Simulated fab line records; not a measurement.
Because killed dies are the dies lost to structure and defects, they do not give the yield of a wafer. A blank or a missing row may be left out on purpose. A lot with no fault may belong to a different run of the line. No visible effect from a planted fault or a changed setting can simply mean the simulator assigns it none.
Check for tools in common	flow nand-harc	Sample size 2 lots and 6 wafers

## REASON FOR OPENING
At NHARC_END_SORT_01 the reading killed-at-other is flagged on 2 of 2 lots. No-fault wafers: 0.8, standard deviation 1.2.
Rule: a lot is flagged when every wafer of it that has a number lies more than 4 standard deviations from that mean, or none has a number. The rest of the lots are taken to be sound.

lot	measured	on	killed-at-other, wafer by wafer	flag
L529	day 21 11:17	prober-01	49 71 79	FLAGGED
L530	day 21 11:22	prober-02	45 78 41	FLAGGED
The mean of the flagged lots' numbers is 60.5, +59.7 from the usual (+50 standard deviations).

## WHICH TOOL EACH LOT WENT THROUGH
2 process steps preceding the reading are held in the record, out of 1159 steps in the route. Every cell lists first the tool, next ch and the chambers used by the sampled wafers, and last the start.
lot	flag	NHARC_A_M1_STRIP_18	NHARC_THIN_TSV_DEP_47
L529	FLAGGED	rie-diel-03 ch 1,3, day 20 03:53	pecvd-02 ch 0,1,2, day 20 22:13
L530	FLAGGED	rie-diel-10 ch 0,1,3, day 19 23:20	pecvd-02 ch 0,2, day 20 23:42
What the steps here do:
- NHARC_A_M1_STRIP_18: strips in N2/H2.
- NHARC_THIN_TSV_DEP_47: deposits SiO2, target thk 200 nm.
- NHARC_END_SORT_01

## FLAGGED AGAINST TOTAL, ONE TOOL AT A TIME (gauges that did the reading follow at the end)
step	tool	lots run	flagged	share of the flagged lots	sound lots run after its first flagged lot
NHARC_A_M1_STRIP_18	rie-diel-03	1	1	some	0
NHARC_A_M1_STRIP_18	rie-diel-10	1	1	some	0
NHARC_THIN_TSV_DEP_47	pecvd-02	2	2	all	0
NHARC_END_SORT_01	prober-01	1	1	some	0
NHARC_END_SORT_01	prober-02	1	1	some	0

## WHAT THE TABLE PERMITS
All flagged lots share 1 row of the table, namely pecvd-02 at NHARC_THIN_TSV_DEP_47.
- pecvd-02 at NHARC_THIN_TSV_DEP_47 ran 2 lots, 2 of them flagged. Because this sample shows no sound lot run on it before its first flagged lot, the start cannot be pinned down more closely.
Left over: one tool, pecvd-02 at NHARC_THIN_TSV_DEP_47.

## WHAT THE SIMULATOR PUT IN
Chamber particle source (pecvd-02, NHARC_THIN_TSV_DEP_47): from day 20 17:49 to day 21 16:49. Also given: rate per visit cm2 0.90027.
Lots struck among those shown: L529, L530. Same finding as the rule above.
